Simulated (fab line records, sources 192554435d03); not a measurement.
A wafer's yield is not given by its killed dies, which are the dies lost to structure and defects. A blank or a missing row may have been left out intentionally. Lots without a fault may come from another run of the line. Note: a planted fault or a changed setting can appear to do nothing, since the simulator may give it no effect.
Chamber matching	flow n5_finfet	pecvd-03 running N5_BEOL_M5_PECVD_70: 3 sister chambers
The step deposits SiO2 from TEOS/O2, target thk 16 nm, time 18 s. 3 wafers are shown with their chamber, then 10 later ones without.

WAFERS, EACH WITH ITS CHAMBER
wafer	chamber	throttle_valve_pct (%)
L086.4	2	21.3
L086.5	1	24.4
L093.4	0	25.5

WAFERS WITHOUT THEIR CHAMBER
wafer	throttle_valve_pct (%)
L093.6	21.0
L095.1	21.3
L095.3	25.1
L095.4	24.7
L096.1	24.6
L096.3	21.4
L096.4	21.1
L097.1	21.1
L097.3	25.4
L097.6	24.5

EACH ONE'S CHAMBER
wafer	from the rows above	in truth
L093.6	2	2
L095.1	2	2
L095.3	can't be placed: 0 or 1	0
L095.4	1	1
L096.1	1	1
L096.3	2	2
L096.4	2	2
L097.1	2	2
L097.3	0	0
L097.6	1	1
Placed correctly: 9 of 10. These rows do not allow placing 1 (true chamber among the candidates in 1). Number placed wrongly: 0.
How it was worked out, from the rows above alone: a wafer's distance from a chamber is the root of the sum, over the readings, of the square of ((its reading less the chamber's mean) divided by the reading's scatter). If the next closest chamber is less than 2 further off than the closest, the wafer can't be placed; otherwise it belongs to the closest. The mean given for a chamber averages the wafers shown for that chamber. The scatter: root of mean squared gap, hidden wafer to nearest shown wafer, with one shown wafer a chamber.
